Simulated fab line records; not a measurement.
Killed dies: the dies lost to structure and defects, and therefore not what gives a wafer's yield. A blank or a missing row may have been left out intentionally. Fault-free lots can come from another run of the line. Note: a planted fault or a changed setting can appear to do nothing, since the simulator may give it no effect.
fab line records	flow n5Finfet
record lots=13	wafers=35	lastDay=17
route steps=1938 shown STI_FIN_REVEAL@183 PASSIVATION@1905
lots that met no fault: taken from a fault-free run of the same line
startH: hours from the record's opening day to when the first of the lot's shown wafers began	waitH: hours elapsed since this lot's preceding step	" same as the row above	L1.1+2: several wafers, shown together as one row	- no value, or no start given	* or withheld: withheld	< > ~ a bound
route shown NAME@n: names a module that has steps shown in the file, with the first one's number in the route	usual: the fault-free wafers' mean and standard deviation	same: alike in all rows	chamber/n: place in a boat	sites: readings site by site	_std_site: standard deviation of those values	_edge_site: the outer-site mean with the inner-site mean subtracted	radiusMm: for every site, how far away it sits from the centre of the wafer	mask NAME#n: copy n	behind: the tool/chamber that last shaped the wafer	hold: cause of the lot's hold/its duration in hours/its outcome	device: whichever transistor did not switch (one of n, p or np)	end of line: the same wafers' tests at the end of the route	step lacking rows: just its recipe	killed: dies lost to structure and defects at the first sort, not the wafer's yield	map: the dies of a wafer, with x for killed, . for not killed, _ for no die there
set.NAME: the setting the step ran with; set.NAME@STEP: the setting that earlier step ran with	model.NAME: the simulator's own value behind a step, which no gauge read
one table for each step of the route and one row for each wafer, over a sample of lots
services: when a tool's chamber went out of use (startH, in hours from the record's first day, below 0 if earlier), for how many hours, and the reason
## steps
# step N5_STI_FIN_REVEAL_ALD_00
# recipe material=SiO2	targetThkA=10	tempC=300	aldPrecursorFamily=BDEAS	aldCoReactant=O2-plasma	pulseTimeS=1	pressureTorr=2
# usual chamberPressureTorr=2.000/0.0044	heaterPowerW=468/40	precursorPulseHeightRel=1.001/0.019
lot.wafer	tool	chamber	startH	waitH	chamberPressureTorr	heaterPowerW	precursorPulseHeightRel
L516.4	aldSin-02	2	33.38	0.0	1.998	475	1.019
L516.5	"	1	"	"	2.001	466	0.968
L516.6	"	0	"	"	2.001	469	0.993
L520.1	aldSin-01	0	60.26	0.2	1.999	465	1.015
L520.2	"	3	"	"	2.003	512	1.005
L520.6	"	0	"	"	1.998	471	1.004
L521.1	aldSin-01	3	63.65	0.0	1.996	526	1.022
L521.3	"	1	"	"	2.005	400	0.982
L521.4	"	2	"	"	1.999	459	1.025
L522.1	aldSin-02	3	71.86	0.0	2.001	468	1.019
L522.6	"	1	"	"	2.004	445	1.039
L525.2	aldSin-03	3	88.26	0.0	2.008	406	0.981
L525.3	"	0	"	"	2.000	482	0.992
L525.6	"	0	"	"	2.003	488	0.987
L528.5	aldSin-02	1	106.88	0.1	1.992	453	1.038
L528.6	"	2	"	"	1.999	476	1.006
L529.1	aldSin-02	0	111.42	0.0	1.991	462	1.000
L529.5	"	2	"	"	2.003	482	1.001
L531.1	aldSin-03	2	126.28	0.1	1.993	491	1.011
L531.3	"	3	"	"	2.005	412	0.979
L531.5	"	2	"	"	2.002	484	1.004
L532.2	aldSin-03	1	130.11	0.1	2.006	588	0.999
L532.6	"	0	"	"	2.003	479	0.978
L534.2	aldSin-02	3	141.38	0.2	1.999	454	1.006
L534.3	"	2	"	"	1.993	469	1.015
L534.4	"	0	"	"	1.997	464	0.993
L536.2	aldSin-01	2	154.69	0.0	2.009	455	0.981
L536.5	"	2	"	"	1.995	471	0.967
L536.6	"	3	"	"	2.002	508	1.004
L537.4	aldSin-02	0	160.07	0.0	1.989	467	0.976
L537.5	"	1	"	"	1.999	457	0.969
L537.6	"	0	"	"	1.992	467	1.027
L538.2	aldSin-02	0	170.58	0.0	2.009	465	0.962
L538.4	"	1	"	"	1.999	449	0.996
L538.6	"	3	"	"	2.005	458	1.032
# step N5_PASSIVATION_CD_MEAS_30
# recipe targetCdNm=4000	landingEnergyEv=500	detector=seInlens	polarity=opening
# usual cdNm=3999.9/2.3
lot.wafer	tool	chamber	startH	waitH	cdNm
L516.4	cdSem-03	0	267.36	-	3998.4
L516.5	"	0	"	"	3997.1
L516.6	"	0	"	"	3997.0
L521.1	cdSem-02	0	287.47	-	4002.6
L521.3	"	0	"	"	3998.4
L521.4	"	0	"	"	3998.6
L520.1	cdSem-01	0	292.57	-	4001.0
L520.2	"	0	"	"	3999.6
L520.6	"	0	"	"	4002.7
L522.1	cdSem-02	0	299.33	-	4000.9
L522.6	"	0	"	"	4002.2
L525.2	cdSem-03	0	314.72	-	4003.8
L525.3	"	0	"	"	4000.3
L525.6	"	0	"	"	3996.8
L528.5	cdSem-03	0	340.80	-	3996.6
L528.6	"	0	"	"	4000.5
L529.1	cdSem-02	0	351.06	-	3999.1
L529.5	"	0	"	"	3997.2
L531.1	cdSem-03	0	357.65	-	4002.4
L531.3	"	0	"	"	3999.4
L531.5	"	0	"	"	3998.4
L532.2	cdSem-01	0	360.54	-	4001.9
L532.6	"	0	"	"	4001.8
L534.2	cdSem-03	0	369.99	-	4000.1
L534.3	"	0	"	"	4000.8
L534.4	"	0	"	"	3997.2
L536.2	cdSem-03	0	378.82	-	3999.4
L536.5	"	0	"	"	3995.6
L536.6	"	0	"	"	3997.3
L537.4	cdSem-02	0	388.63	-	3996.8
L537.5	"	0	"	"	3996.9
L537.6	"	0	"	"	3998.1
L538.2	cdSem-03	0	409.53	-	4003.2
L538.4	"	0	"	"	4000.6
L538.6	"	0	"	"	3996.4
# step N5_PASSIVATION_PECVD_35
# recipe material=SiNx	targetThkA=7000	tempC=400	precursor=SiH4/NH3/N2	pressureTorr=4.9	rfW=1406	timeS=151.3
# usual chamberPressureTorr=4.900/0.011	heaterPowerW=368/90	showerheadPlenumPTorr=8.66/0.061	throttleValvePct=29.6/1.3
lot.wafer	tool	chamber	startH	waitH	chamberPressureTorr	heaterPowerW	showerheadPlenumPTorr	throttleValvePct
L516.4	pecvd-03	2	269.28	0.1	4.874	282	8.68	28.7
L516.5	"	0	"	"	4.894	323	8.73	31.7
L516.6	"	1	"	"	4.885	480	8.59	29.6
L521.1	pecvd-03	2	288.79	0.1	4.901	308	8.67	28.6
L521.3	"	0	"	"	4.900	257	8.77	31.7
L521.4	"	2	"	"	4.880	180	8.69	28.7
L520.1	pecvd-01	2	293.89	0.1	4.893	367	8.69	28.6
L520.2	"	0	"	"	4.877	340	8.71	30.9
L520.6	"	1	"	"	4.908	466	8.67	30.3
L522.1	pecvd-02	0	300.78	0.1	4.891	560	8.71	30.3
L522.6	"	1	"	"	4.925	388	8.60	29.7
L525.2	pecvd-01	2	316.10	0.1	4.907	235	8.67	29.2
L525.3	"	2	"	"	4.918	287	8.66	28.9
L525.6	"	1	"	"	4.908	497	8.65	30.4
L528.5	pecvd-03	2	342.54	0.1	4.905	290	8.67	29.5
L528.6	"	1	"	"	4.897	336	8.55	29.8
L529.1	pecvd-03	1	352.58	0.1	4.881	389	8.58	29.5
L529.5	"	1	"	"	4.891	466	8.56	29.7
L531.1	pecvd-02	0	359.14	0.1	4.909	394	8.70	30.6
L531.3	"	1	"	"	4.920	424	8.62	29.7
L531.5	"	2	"	"	4.925	343	8.58	27.6
L532.2	pecvd-03	2	362.18	0.1	4.892	216	8.67	29.5
L532.6	"	2	"	"	4.902	284	8.70	29.4
L534.2	pecvd-01	1	371.33	0.1	4.905	393	8.69	30.3
L534.3	"	2	"	"	4.899	326	8.69	29.1
L534.4	"	1	"	"	4.909	425	8.68	30.8
L536.2	pecvd-02	1	380.64	0.1	4.913	352	8.61	29.5
L536.5	"	1	"	"	4.919	383	8.62	29.6
L536.6	"	0	"	"	4.892	391	8.72	30.6
L537.4	pecvd-02	2	390.00	0.1	4.899	270	8.58	27.2
L537.5	"	1	"	"	4.901	301	8.60	29.5
L537.6	"	0	"	"	4.915	517	8.72	30.9
L538.2	pecvd-03	1	410.94	0.1	4.897	433	8.56	29.3
L538.4	"	0	"	"	4.893	198	8.74	31.7
L538.6	"	1	"	"	4.902	456	8.57	29.4
# step N5_PASSIVATION_ETCH_54
# recipe chemistry=CHF3/O2	target=SiO2	targetDepthA=8800	CHF3_flow_sccm=50	O2_flow_sccm=5	Ar_flow_sccm=200	timeS=440	maskMaterial=PR	pressureMtorr=30	sourceW=650	biasW=170	ionEnergyEv=200
# usual drypumpMotorCurrentA=5.7/0.5	oesProductAu=0.80/0.059	rfVppV=523/18	showerheadPlenumPTorr=2.37/0.049	throttleValvePct=18.88/0.19
lot.wafer	tool	chamber	startH	waitH	drypumpMotorCurrentA	oesProductAu	rfHoursCounterH	rfVppV	showerheadPlenumPTorr	throttleValvePct
L516.4	rieDiel-05	2	270.00	0.1	6.7	0.69	218	511	2.35	19.20
L516.5	"	1	"	"	5.8	0.82	-	539	2.34	18.80
L516.6	"	2	"	"	6.7	0.69	-	511	2.35	19.20
L521.1	rieDiel-04	0	289.76	0.1	5.9	0.74	166	506	2.29	18.72
L521.3	"	3	"	"	6.0	0.87	63	538	2.35	18.60
L521.4	"	1	"	"	5.4	0.81	95	490	2.46	18.99
L520.1	rieDiel-04	2	294.67	0.1	5.4	0.86	52	533	2.36	18.63
L520.2	"	0	"	"	5.9	0.74	168	506	2.29	18.71
L520.6	"	2	"	"	5.3	0.87	-	533	2.36	18.64
L522.1	rieDiel-05	3	301.69	0.1	5.0	0.86	70	520	2.37	18.81
L522.6	"	1	"	"	5.8	0.81	-	540	2.33	18.83
L525.2	rieDiel-04	1	317.01	0.1	5.4	0.79	105	490	2.45	19.00
L525.3	"	2	"	"	5.3	0.86	62	536	2.35	18.63
L525.6	"	2	"	"	5.4	0.85	-	534	2.35	18.65
L528.5	rieDiel-01	0	343.42	0.1	6.3	0.73	-	537	2.42	19.01
L528.6	"	1	"	"	5.7	0.91	-	548	2.36	19.07
L529.1	rieDiel-05	2	353.54	0.1	6.7	0.68	245	510	2.34	19.24
L529.5	"	3	"	"	5.0	0.84	-	520	2.36	18.86
L531.1	rieDiel-01	3	360.42	0.1	6.0	0.75	164	536	2.43	19.19
L531.3	"	2	"	"	5.3	0.71	199	490	2.51	19.08
L531.5	"	0	"	"	6.3	0.73	-	536	2.41	19.03
L532.2	rieDiel-05	2	363.08	0.1	6.7	0.67	248	511	2.34	19.23
L532.6	"	2	"	"	6.7	0.67	-	510	2.34	19.22
L534.2	rieDiel-04	3	372.11	0.1	6.0	0.83	90	541	2.34	18.66
L534.3	"	2	"	"	5.3	0.82	80	533	2.35	18.68
L534.4	"	0	"	"	5.9	0.72	192	505	2.28	18.76
L536.2	rieDiel-01	1	381.45	0.1	5.7	0.89	32	549	2.36	19.07
L536.5	"	1	"	"	5.8	0.89	-	549	2.36	19.06
L536.6	"	0	"	"	6.3	0.72	-	538	2.41	19.05
L537.4	rieDiel-05	0	390.73	0.1	5.1	0.77	143	525	2.34	18.92
L537.5	"	0	"	"	5.1	0.77	-	524	2.34	18.93
L537.6	"	1	"	"	5.8	0.78	-	539	2.32	18.88
L538.2	rieDiel-04	3	411.74	0.1	6.0	0.81	107	540	2.34	18.68
L538.4	"	2	"	"	5.4	0.81	-	534	2.34	18.70
L538.6	"	3	"	"	6.0	0.82	-	540	2.34	18.69
# step N5_PASSIVATION_PROBE_49
# usual killed_at_M0_to_M3=32/9.3	killed_at_M4_up=14/4.9	killedAtContacts=15/7.5	killedAtFrontEnd=40/11	killedAtOther=4/3.3	killedDies=104/17	killedOpen=68/14	killedShort=33/7.9
# same grossDies=1180	killedAtBackSide=0
lot.wafer	tool	chamber	startH	waitH	killed_at_M0_to_M3	killed_at_M4_up	killedAtContacts	killedAtFrontEnd	killedAtOther	killedDies	killedOpen	killedShort
L521.1	prober-01	-	292.54	0.0	26	15	17	138	0	196	71	32
L521.3	prober-01	-	292.64	0.1	21	11	9	172	3	216	63	33
L521.4	prober-01	-	292.69	0.2	19	15	19	181	4	238	97	31
L520.1	prober-01	-	297.45	0.0	22	14	16	140	0	192	58	23
L520.2	prober-01	-	297.50	0.1	42	18	27	135	0	222	100	38
L520.6	prober-01	-	297.70	0.3	39	8	9	158	1	215	63	30
# killed by level:class
L521.1 STI_FIN_REVEAL:unspecified=80 STI_FIN_REVEAL:geometricParticle:open=14 MOL_CONTACT_COAG:geometricParticle:open=12 HKMG_FIN:areaEtch=11 FIN_SAQP:geometricParticle:open=10 BEOL_M0_SAQP:geometricParticle:open=9 BEOL_M4:geometricParticle:open=7 FIN_SAQP:geometricParticle:short=6
L521.3 STI_FIN_REVEAL:unspecified=116 FIN_SAQP:geometricParticle:short=15 FIN_SAQP:geometricParticle:open=10 BEOL_M3:geometricParticle:open=10 STI_FIN_REVEAL:geometricParticle:open=8 BEOL_M4:geometricParticle:open=8 MOL_CONTACT_COAG:geometricParticle:open=7 DUMMY_GATE:geometricParticle:open=5
L521.4 STI_FIN_REVEAL:unspecified=97 FIN_SAQP:geometricParticle:open=19 STI_FIN_REVEAL:geometricParticle:open=18 MOL_CONTACT_COAG:geometricParticle:open=16 HKMG_FIN:areaEtch=12 BEOL_M3:geometricParticle:open=11 BEOL_M4:geometricParticle:open=7 GATE_CUT:geometricParticle:open=6
L520.1 STI_FIN_REVEAL:unspecified=110 MOL_CONTACT_COAG:geometricParticle:open=14 BEOL_M0_SAQP:geometricParticle:open=7 FIN_SAQP:geometricParticle:open=7 STI_FIN_REVEAL:geometricParticle:open=7 BEOL_M4:geometricParticle:open=7 FIN_SAQP:geometricParticle:short=5 DUMMY_GATE:geometricParticle:open=4
L520.2 STI_FIN_REVEAL:unspecified=82 MOL_CONTACT_COAG:geometricParticle:open=24 FIN_SAQP:geometricParticle:open=13 FIN_SAQP:geometricParticle:short=11 BEOL_M1:geometricParticle:open=11 BEOL_M0_SAQP:geometricParticle:open=10 STI_FIN_REVEAL:geometricParticle:open=9 BEOL_M2:geometricParticle:open=6
L520.6 STI_FIN_REVEAL:unspecified=106 HKMG_FIN:areaEtch=16 FIN_SAQP:geometricParticle:open=11 BEOL_M0_SAQP:geometricParticle:open=11 BEOL_M0_SAQP:geometricParticle:short=9 MOL_CONTACT_COAG:geometricParticle:open=8 DUMMY_GATE:geometricParticle:open=7 BEOL_M3:geometricParticle:open=6
## services
tool	chamber	startH	hours	kind
rieDiel-05	-	34.46	0.1	repair
rieDiel-05	0	64.07	2.2	repair
aldSin-02	2	70.99	11.1	repair
pecvd-02	1	79.34	13.8	repair
rieDiel-04	0	87.45	6.6	repair
pecvd-03	-	88.57	0.7	repair
aldSin-02	-	102.55	2.8	pm
rieDiel-04	-	148.85	0.1	repair
pecvd-03	-	150.42	1.3	repair
rieDiel-04	2	172.28	4.3	repair
rieDiel-05	0	185.05	3.2	repair
rieDiel-04	-	190.71	1.6	repair
rieDiel-05	1	230.89	5.4	repair
aldSin-02	-	231.00	0.8	repair
pecvd-03	0	235.17	7.8	repair
rieDiel-04	2	242.38	12.5	repair
aldSin-02	-	269.38	14.0	pm
pecvd-03	2	292.78	6.0	repair
rieDiel-05	2	298.44	8.7	repair
aldSin-02	2	311.38	3.8	repair
aldSin-02	1	314.37	6.8	repair
rieDiel-05	3	327.61	10.9	repair
rieDiel-05	-	357.67	2.8	pm
pecvd-03	1	377.25	5.0	repair
## key
firstSign step=N5_PASSIVATION_PROBE_49	reading=killedAtFrontEnd	direction=up	sigmas=10	usual=40	struck=154
effect step=N5_PASSIVATION_PROBE_49	reading=killedDies	direction=up	sigmas=6.4	usual=104	struck=213
moreKillsBornAt N5_STI_FIN_REVEAL_ALD_00@aldSin-01=591
metAt N5_STI_FIN_REVEAL_ALD_00
struckLots L520,L521
testerLeftOut L520,L521
baselineLoss step=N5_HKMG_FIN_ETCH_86	wafers=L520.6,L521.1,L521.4
notActingAt N5_PASSIVATION_CD_MEAS_30,N5_PASSIVATION_PECVD_35,N5_PASSIVATION_ETCH_54
fault kind=chamberParticleSource	tool=aldSin-01	chamber=-	onsetH=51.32	steps=N5_STI_FIN_REVEAL_ALD_00	ratePerVisitCm2=0.57664	endH=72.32
# testerLeftOut: of these lots the tester's yield and bins aren't shown, on N5 and GAA mostly nor the transistor test; their killed dies are dies lost to structure and defects alone, not to doping, threshold or leakage, so they don't give the yield
# baselineLoss: these wafers lose ten dies or more at that step, a loss of the line's own and not of a fault; the sort's usual values leave them out
